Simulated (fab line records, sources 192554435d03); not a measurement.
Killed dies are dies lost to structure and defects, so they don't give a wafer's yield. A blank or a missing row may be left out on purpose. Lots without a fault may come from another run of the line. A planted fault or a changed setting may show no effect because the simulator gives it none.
Chamber matching | flow n5_finfet | N5_BEOL_M1_ETCHBACK_99 on rie_diel-05: 4 sister chambers
The step etches SiO2 in CHF3, target depth 5 nm, time 10.4 s. 14 wafers are shown with their chamber, then 7 later ones without.

WAFERS WITH THEIR CHAMBER
wafer  | chamber | showerhead_plenum_p_Torr (Torr) | throttle_valve_pct (%) | drypump_motor_current_A (A)
L077.2 | 0       | 2.14                            | 17.23                  | 5.3
L077.3 | 1       | 2.11                            | 17.11                  | 5.9
L077.6 | 1       | 2.11                            | 17.12                  | 5.9
L079.1 | 2       | 2.15                            | 16.93                  | 5.7
L079.2 | 1       | 2.10                            | 17.12                  | 5.9
L079.3 | 0       | 2.14                            | 17.25                  | 5.2
L076.2 | 2       | 2.15                            | 16.94                  | 5.7
L076.4 | 3       | 2.13                            | 17.26                  | 5.9
L076.6 | 1       | 2.10                            | 17.15                  | 5.9
L081.2 | 1       | 2.10                            | 17.13                  | 5.9
L081.3 | 2       | 2.15                            | 16.92                  | 5.6
L081.5 | 1       | 2.10                            | 17.15                  | 5.9
L085.1 | 1       | 2.10                            | 17.15                  | 5.9
L085.4 | 0       | 2.14                            | 17.28                  | 5.3

SIGNATURES (means of the wafers above)
reading                  | chamber 0 | chamber 1 | chamber 2 | chamber 3 | scatter within a chamber
showerhead_plenum_p_Torr | 2.1400    | 2.1029    | 2.1500    | 2.1300    | 0.00378
throttle_valve_pct       | 17.2533   | 17.1329   | 16.9300   | 17.2600   | 0.0179
drypump_motor_current_A  | 5.267     | 5.900     | 5.667     | 5.900     | 0.0365
Rule: a wafer's distance from a chamber is the root of the sum, over the readings, of the square of ((its reading less the chamber's mean) divided by the reading's scatter). The wafer belongs to the nearest chamber; if the next one is less than 2 further off, it can't be placed. The scatter: the root of (the sum of the squares of (reading less its chamber's mean) over the shown wafers, divided by (wafers less chambers)).

WAFERS WITHOUT THEIR CHAMBER
wafer  | showerhead_plenum_p_Torr (Torr) | throttle_valve_pct (%) | drypump_motor_current_A (A)
L085.5 | 2.15                            | 16.93                  | 5.6
L089.2 | 2.14                            | 17.29                  | 5.3
L089.4 | 2.13                            | 16.77                  | 5.9
L089.5 | 2.15                            | 16.92                  | 5.6
L096.1 | 2.13                            | 16.78                  | 5.9
L096.2 | 2.15                            | 16.95                  | 5.6
L096.6 | 2.13                            | 16.78                  | 5.9

WHICH CHAMBER EACH WENT THROUGH
wafer  | from the rows above | in truth
L085.5 | 2                   | 2
L089.2 | 0                   | 0
L089.4 | 2                   | 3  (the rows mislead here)
L089.5 | 2                   | 2
L096.1 | 2                   | 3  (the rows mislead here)
L096.2 | 2                   | 2
L096.6 | 2                   | 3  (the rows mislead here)
Placed correctly: 4 of 7. Can't be placed from these rows: 0. Placed wrongly: 3.
